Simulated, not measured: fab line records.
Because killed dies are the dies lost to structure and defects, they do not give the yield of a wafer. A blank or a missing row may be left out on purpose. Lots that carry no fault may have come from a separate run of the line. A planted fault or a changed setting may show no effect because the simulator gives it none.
fab line records | flow n5_finfet
record lots=4 | wafers=12 | last_day=16
route steps=1938 shown SD_EPI_P@307 SD_ACTIVATION@330 BEOL_M4@1111 PASSIVATION@1936
lots with no fault: from the same line, run without faults
start_h: hours from the record's opening day to when the first of the lot's shown wafers began | wait_h: hours from the lot's prior step to this one | " identical to the entry in the row above | L1.1+2: a row that stands for several wafers | - no value, or no start was given | * or withheld: withheld | < > ~ a bound
route shown NAME@n: NAME is a module with steps in the file, n the number in the route of the first one | usual: mean and standard deviation over wafers with no fault | same: alike in all rows | chamber/n: place in a boat | sites: per-site readings | _std_site: how widely they spread, as a standard deviation | _edge_site: mean of outer sites minus mean of inner sites | radius_mm: for every site, how far away it sits from the centre of the wafer | mask NAME#n: copy n | behind: the tool/chamber that last shaped the wafer | hold: the reason the lot was held/the length of the hold in hours/how it ended | device: transistor that didn't switch, given as n, p or np | end of line: tests run on the same wafers once the route is complete | a step without rows: its recipe alone | killed: count of dies lost to structure and defects at first sort (not the wafer's yield) | map: per-die view of a wafer (x killed, . not killed, _ where there is no die)
set.NAME: the run value of the setting; set.NAME@STEP: its run value at that earlier step | model.NAME: the simulator's own value behind a step, which no gauge read
a table for each step, a row for each wafer; lots at some steps of the route
## steps
# step N5_SD_EPI_P_ETCH_36
# recipe chemistry=CF4 | target=SiARC | target_depth_a=455 | mask_material=CAR-ArF-block | time_s=75.8 | ion_energy_ev=80 | pressure_mtorr=40 | source_w=545 | bias_w=36 | Ar_flow_sccm=100 | cf4_flow_sccm=100 | ends=cleared
# step N5_SD_EPI_P_ETCH_37
# recipe chemistry=N2/H2 | target=SOC | overetch_a=1080 | mask_material=SiARC | temp_c=40 | ion_energy_ev=100 | source_w=3000 | bias_w=133 | pressure_mtorr=20 | time_s=486 | n2_flow_sccm=200 | h2_flow_sccm=200 | ends=end_point
# step N5_SD_EPI_P_STRIP_38
# recipe chemistry=N2/H2 | temp_c=40 | n2_flow_sccm=200 | h2_flow_sccm=200 | rf_frequency_hz=6e+07
# step N5_SD_EPI_P_ETCHBACK_46
# recipe chemistry=CH3F/O2 | mode=anisotropic_etchback | target=SiNx | target_depth_a=175 | stop_on=SiO2 | over_etch_frac=0.3 | ion_energy_ev=120 | pressure_mtorr=30 | source_w=395 | bias_w=73 | Ar_flow_sccm=150 | CH3F_flow_sccm=30 | O2_flow_sccm=20
# step N5_SD_EPI_P_ETCH_47
# recipe chemistry=CH3F/O2 | target=SiOCN | target_depth_a=250 | mask_material=SOC | ion_energy_ev=60 | bias_w=29 | pressure_mtorr=30 | source_w=410 | Ar_flow_sccm=150 | CH3F_flow_sccm=30 | O2_flow_sccm=20
# step N5_SD_EPI_P_ETCH_16
# recipe chemistry=CHF3/O2 | target=SiO2 | target_depth_a=50 | mask_material=SOC | pressure_mtorr=30 | source_w=650 | bias_w=170 | Ar_flow_sccm=200 | CHF3_flow_sccm=50 | O2_flow_sccm=5 | ion_energy_ev=200
# step N5_SD_EPI_P_STRIP_50
# recipe chemistry=CHF3/O2 | resist=SiARC | rf_frequency_hz=6e+07
# step N5_SD_EPI_P_SD_RECESS_17
# recipe chemistry=HBr/Cl2/O2 | target_depth_a=391 | bt_time_s=3 | pressure_mtorr=10 | icp_w=800 | bias_w=112 | HBr_flow_sccm=150 | Cl2_flow_sccm=80 | O2_flow_sccm=12
# step N5_SD_EPI_P_WET_ETCH_45
# recipe chemistry=dHF | dilution=withheld | time_s=10.7 | target=SiO2 | target_depth_a=20 | temp_c=25 | dry=ipa_marangoni | rinse_time_s=30 | rinse_temp_c=23
# step N5_SD_EPI_P_STRIP_40
# recipe chemistry=N2/H2 | power_w=1000 | temp_c=250 | h2_frac=0.65 | overash_fraction=0.3 | pressure_mtorr=withheld | n2_flow_sccm=1750 | h2_flow_sccm=3250
# step N5_SD_EPI_P_PRECLEAN_52
# recipe chemistry=O3/DIW | time_s=60 | temp_c=22 | o3_ppm=10
# step N5_SD_EPI_P_SRD_20
# recipe dry=ipa_marangoni | do_ppb=5 | time_s=30 | temp_c=23 | rinse_liquid=diw
# step N5_SD_EPI_P_PRECLEAN_51
# recipe chemistry=NF3:NH3 | afs_cycles=1 | temp_c=30 | time_s=20 | sublimation_temp_c=180 | sublimation_time_s=60 | pressure_torr=3 | rf_power_w=30
# usual susceptor_temp_C=29.99/0.1
# same time_s=20
lot.wafer | tool         | chamber | start_h | wait_h | susceptor_temp_C
L261.4    | epi_rpcvd-03 | 0       | 91.17   | 0.2    | 29.98
L261.5    | "            | 0       | "       | "      | 29.95
L261.6    | "            | 0       | "       | "      | 29.85
L266.2    | epi_rpcvd-03 | 0       | 117.80  | 0.1    | 29.94
L266.4    | "            | 0       | "       | "      | 29.79
L266.5    | "            | 0       | "       | "      | 29.83
L268.1    | epi_rpcvd-03 | 0       | 129.39  | 0.0    | 30.00
L268.3    | "            | 0       | "       | "      | 30.05
L268.4    | "            | 0       | "       | "      | 30.01
L276.1    | epi_rpcvd-04 | 0       | 173.89  | 0.0    | 30.10
L276.3    | "            | 0       | "       | "      | 29.93
L276.5    | "            | 0       | "       | "      | 29.91
# step N5_SD_EPI_P_VAPOR_ETCH_44
# recipe chemistry=NF3/Ar | target=SiGe30 | temp_c=25 | time_s=3.3 | mode=isotropic
# step N5_SD_EPI_P_EPI_21
# recipe material=SiGe:B | dopant=B | temp_c=550 | pressure_torr=20 | ambient=H2 | time_s=355
# step N5_SD_EPI_P_HM_STRIP_48
# recipe chemistry=H3PO4 | temp_c=160 | material=SiNx | target=SiNx | target_depth_a=30 | overetch_fraction=0.3
# step N5_SD_EPI_P_SRD_49
# recipe dry=ipa_marangoni | time_s=30 | temp_c=23 | rinse_liquid=diw
# step N5_SD_EPI_P_PRECLEAN_24
# recipe chemistry=O3/DIW | time_s=45 | temp_c=22 | o3_ppm=10
# step N5_SD_EPI_P_PRECLEAN_32
# recipe chemistry=dHF | time_s=10 | dilution=500:1 | temp_c=25
# step N5_SD_EPI_P_PRECLEAN_33
# recipe chemistry=SC2 | time_s=45 | temp_c=35 | mix=1:1:50
# step N5_SD_EPI_P_SRD_25
# recipe time_s=30 | temp_c=23 | rinse_liquid=diw | dry=ipa_marangoni
# step N5_SD_EPI_P_INSPECT_26
# recipe inspect_instrument=darkfield | mode=post_epi
# usual raw_defect_count=170/32
lot.wafer | tool              | chamber | start_h | wait_h | raw_defect_count
L261.4    | defect_inspect-02 | -       | 95.71   | 0.0    | 178
L261.5    | "                 | -       | "       | "      | 164
L261.6    | "                 | -       | "       | "      | 164
L266.2    | defect_inspect-01 | -       | 122.46  | 0.0    | 1369
L266.4    | "                 | -       | "       | "      | 1354
L266.5    | "                 | -       | "       | "      | 1363
L268.1    | defect_inspect-01 | -       | 134.10  | 0.0    | 1222
L268.3    | "                 | -       | "       | "      | 1303
L268.4    | "                 | -       | "       | "      | 1266
L276.1    | defect_inspect-01 | -       | 176.63  | 0.0    | 161
L276.3    | "                 | -       | "       | "      | 215
L276.5    | "                 | -       | "       | "      | 172
# step N5_SD_ACTIVATION_RTA_00
# recipe temp_c=975 | time_s=0 | ambient=N2 | idle_temp_c=600 | ramp_up_c_per_s=150 | ramp_down_c_per_s=60 | cool_to_c=600
# step N5_BEOL_M4_RC_MEAS_101
# usual DIBL_N=36.4/1.5 | DIBL_P=36.6/1.9 | IOFF_N=0.155/0.021 | IOFF_P=0.211/0.028 | ION_N=671/8.6 | ION_P=462/5.8 | SS_N=71.5/0.5 | SS_P=73.4/0.58 | VT_N=250.1/2.4 | VT_P=-250.1/3
lot.wafer | tool      | chamber | start_h | wait_h | DIBL_N[mV/V] | DIBL_P[mV/V] | IOFF_N[nA/um] | IOFF_P[nA/um] | ION_N[uA/um] | ION_P[uA/um] | SS_N[mV/dec] | SS_P[mV/dec] | VT_N[mV] | VT_P[mV]
L261.4    | prober-01 | 0       | 191.08  | 0.5    | 34.7         | 35.2         | 0.135         | 0.227         | 659          | 461          | 71.0         | 73.1         | 252.8    | -248.1
L261.5    | "         | 0       | "       | "      | 33.6         | 33.5         | 0.119         | 0.195         | 660          | 462          | 71.0         | 72.6         | 255.6    | -248.2
L261.6    | "         | 0       | "       | "      | 33.8         | 33.9         | 0.128         | 0.205         | 658          | 452          | 70.2         | 72.9         | 253.1    | -251.0
L266.2    | prober-02 | 0       | 230.85  | 0.2    | 33.8         | 35.9         | 0.128         | 0.204         | 662          | 470          | 71.2         | 72.7         | 252.9    | -250.4
L266.4    | "         | 0       | "       | "      | 33.3         | 35.1         | 0.130         | 0.204         | 665          | 459          | 71.6         | 72.4         | 253.2    | -249.0
L266.5    | "         | 0       | "       | "      | 32.6         | 33.9         | 0.117         | 0.194         | 662          | 463          | 70.7         | 72.2         | 255.6    | -251.4
L268.1    | prober-01 | 0       | 236.66  | 0.0    | 37.9         | 36.6         | 0.174         | 0.260         | 679          | 470          | 71.2         | 74.1         | 248.3    | -245.9
L268.3    | "         | 0       | "       | "      | 35.9         | 33.9         | 0.145         | 0.215         | 672          | 467          | 71.5         | 73.4         | 248.4    | -244.7
L268.4    | "         | 0       | "       | "      | 36.7         | 35.3         | 0.170         | 0.243         | 681          | 476          | 71.0         | 73.4         | 247.0    | -244.5
L276.1    | prober-01 | 0       | 283.95  | 0.0    | 37.1         | 38.6         | 0.172         | 0.229         | 689          | 473          | 72.1         | 74.1         | 248.8    | -249.7
L276.3    | "         | 0       | "       | "      | 35.8         | 36.7         | 0.145         | 0.197         | 674          | 465          | 71.0         | 73.8         | 250.3    | -251.3
L276.5    | "         | 0       | "       | "      | 36.2         | 36.7         | 0.147         | 0.193         | 671          | 456          | 71.8         | 73.7         | 249.4    | -248.3
# step N5_PASSIVATION_PROBE_49
# usual defect_limited_yield=91.5/1.4 | killed_at_M0_to_M3=33/10 | killed_at_M4_up=13/5 | killed_at_contacts=13/5.6 | killed_at_front_end=38/12 | killed_at_other=3.9/2.7 | killed_dies=100/16 | killed_on_rim=13/4 | killed_open=66/13 | killed_short=32/7.2 | sort_bin_5_function=5.0/0.97 | sort_bin_6_memory=3.2/0.61 | sort_n_pass=1080/16 | sort_yield_pct=91.5/1.4
# same gross_dies=1180 | killed_at_back_side=0 | sort_bin_4_leakage[%]=0 | sort_bin_8_speed[%]=0
lot.wafer | tool      | chamber | start_h | wait_h | defect_limited_yield[%] | killed_at_M0_to_M3 | killed_at_M4_up | killed_at_contacts | killed_at_front_end | killed_at_other | killed_dies | killed_on_rim | killed_open | killed_short | sort_bin_5_function[%] | sort_bin_6_memory[%] | sort_n_pass | sort_yield_pct[%]
L266.2    | prober-02 | -       | 327.17  | 0.1    | 83.8                    | 22                 | 12              | 8                  | 148                 | 1               | 191         | 31            | 50          | 22           | 9.2                    | 3.1                  | 989         | 83.8
L266.4    | prober-02 | -       | 327.27  | 0.2    | 83.6                    | 9                  | 14              | 16                 | 154                 | 1               | 194         | 32            | 51          | 27           | 9.4                    | 3.6                  | 986         | 83.6
L266.5    | prober-02 | -       | 327.32  | 0.2    | 81.4                    | 37                 | 14              | 14                 | 151                 | 3               | 219         | 22            | 70          | 35           | 9.7                    | 4.8                  | 961         | 81.4
L268.1    | prober-01 | -       | 337.01  | 0.0    | 80.3                    | 56                 | 10              | 18                 | 148                 | 0               | 232         | 33            | 83          | 40           | 11.4                   | 4.6                  | 948         | 80.3
L268.3    | prober-01 | -       | 337.11  | 0.1    | 81.5                    | 47                 | 3               | 8                  | 156                 | 4               | 218         | 28            | 61          | 37           | 11.3                   | 3.6                  | 962         | 81.5
L268.4    | prober-01 | -       | 337.16  | 0.2    | 79.7                    | 57                 | 11              | 15                 | 154                 | 2               | 239         | 32            | 84          | 38           | 12.9                   | 3.7                  | 941         | 79.7
# killed by level:class
L266.2 SD_EPI_P:unspecified=119 BEOL_M0_SAQP:geometric_particle:open=7 STI_FIN_REVEAL:geometric_particle:open=6 FIN_SAQP:geometric_particle:open=5 MOL_CONTACT_COAG:geometric_particle:open=5 BEOL_M4:geometric_particle:open=5 BEOL_M1:geometric_particle:open=4 BEOL_M5:geometric_particle:open=4
L266.4 SD_EPI_P:unspecified=115 MOL_CONTACT_COAG:geometric_particle:open=12 STI_FIN_REVEAL:geometric_particle:open=8 FIN_SAQP:geometric_particle:short=6 BEOL_M5:geometric_particle:open=6 STARTING-WAFER:geometric_particle:open=5 GATE_CUT:geometric_particle:short=4 MOL_CONTACT_COAG:geometric_particle:short=4
L266.5 SD_EPI_P:unspecified=111 MOL_CONTACT_COAG:geometric_particle:open=11 BEOL_M1:geometric_particle:open=10 STI_FIN_REVEAL:geometric_particle:open=8 FIN_SAQP:geometric_particle:short=7 BEOL_M0_SAQP:geometric_particle:short=7 BEOL_M0_SAQP:geometric_particle:open=6 BEOL_M3:geometric_particle:open=6
L268.1 SD_EPI_P:unspecified=109 MOL_CONTACT_COAG:geometric_particle:open=16 BEOL_M0_SAQP:geometric_particle:short=12 BEOL_M1:geometric_particle:open=10 BEOL_M0_SAQP:geometric_particle:open=10 FIN_SAQP:geometric_particle:open=9 STI_FIN_REVEAL:geometric_particle:open=9 BEOL_M2:geometric_particle:open=9
L268.3 SD_EPI_P:unspecified=118 BEOL_M1:geometric_particle:open=10 STI_FIN_REVEAL:geometric_particle:open=9 BEOL_M2:geometric_particle:open=9 BEOL_M0_SAQP:geometric_particle:open=9 DUMMY_GATE:geometric_particle:open=7 BEOL_M0_SAQP:geometric_particle:short=7 FIN_SAQP:geometric_particle:short=6
L268.4 SD_EPI_P:unspecified=115 MOL_CONTACT_COAG:geometric_particle:open=14 BEOL_M0_SAQP:geometric_particle:open=12 BEOL_M0_SAQP:geometric_particle:short=11 BEOL_M2:geometric_particle:open=10 BEOL_M1:geometric_particle:open=9 FIN_SAQP:geometric_particle:open=8 STI_FIN_REVEAL:geometric_particle:open=7
# map L266.5 (x killed, . not)
_________________...xxxxxxxxx________________
______________.....xx.xxxxxxxxxx_____________
___________........xxxxxxxxxxxxxxxx__________
__________x.x....x..xxxxxxxxxxxxxxx._________
________...........xxxxxxxxxxxxxxxx..._______
_______....x.......xx.xxxxxxxxxxx...x..______
______......x.........xxxxxxxxxxxx......_____
_____..............x...xxxxxxxxxx........____
____.................x..x.xxxx......x.....___
___.............x........x....x.x..........__
___....................x..x................__
__.........................................._
__..............x.x......x.xx.x..x...x......_
_.......xx.x.......x.......x.................
_.......x.............x.......x.......x.x....
_.......................x............x....x..
_......x.x..x...x..x....x....x.x.............
_xx................x..x...x..x.........xx....
_........xx..x..............x.............x..
_......xx........xx.......x....x............x
_......x.......x...x....xxx.x....x.x.........
__.......x...................x........x....._
__x...x..x..x.......x......................._
___..x...xxx...x.........................x.__
___..x...................x.x.....xx........__
____........x.x................xxx........___
_____.........x.........x.......x.x..x...____
______...............x.x......x........._____
_______................................______
________......x......................._______
__________......x..............x...._________
___________.....x....xx............__________
______________.................._____________
_________________............________________
# map L268.4 (x killed, . not)
_________________..x.xxxxxxxx________________
______________......xxxxxxxxxxxx_____________
___________.xx....x.xxxxxxxxxxxxxxx__________
__________.....x...xxxxxxxxxxxxxxxxx_________
________....x..x...xxxxxxxxxxxxxxxx.x._______
_______.xx..xx.......xxxxxxxxxxxxxx..x.______
______....x..x.....x...xxxxxxxxx.x...x.._____
_____x...x...x....x..xxxxxxxxxxxx.x......____
____.............xxx..xx.xxxxxxx......x...___
___..........x.x..........xx.x.............__
___...x.....x..x.......x...x...............__
__..x.x................x..xx...........x...._
__..................x............x.x...x..x._
_x.....x.......x.......x...x...xx.x...xx.....
_..............xxx.....................x..x..
_..xx...x....................................
_......x.x...................................
_...........................x.x.x............
_......x......xx.............................
_....................x.....x...............x.
_...............x........x......x........x...
__.......x.........x......x....x............_
__....x............x........................_
___...x..x.....................x....x..x..x__
___.............x.......xx...........x.....__
____........x...........x..........x......___
_____.....x..x....x.............x....x...____
______..........x...........x.x........._____
_______..x......................x..x..x______
________.................x............_______
__________...x..xx.......x.....x...x_________
___________.......x.x...x...x......__________
______________.........x.......x_____________
_________________..........xx________________
## key
first_sign step=N5_SD_EPI_P_INSPECT_26 | reading=raw_defect_count | direction=up | sigmas=36 | usual=170 | struck=1313
effect step=N5_PASSIVATION_PROBE_49 | reading=killed_at_front_end | direction=up | sigmas=9.2 | usual=38 | struck=152
more_kills_born_at N5_SD_EPI_P_PRECLEAN_51@epi_rpcvd-03=687
met_at N5_SD_EPI_P_PRECLEAN_51
struck_wafers L266.2,L266.4,L266.5,L268.1,L268.3,L268.4
onset_between 91.17 117.80
fault kind=chamber_particle_source | tool=epi_rpcvd-03 | chamber=- | onset_h=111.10 | steps=N5_SD_EPI_P_PRECLEAN_51 | rate_per_visit_cm2=1.7286 | end_h=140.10
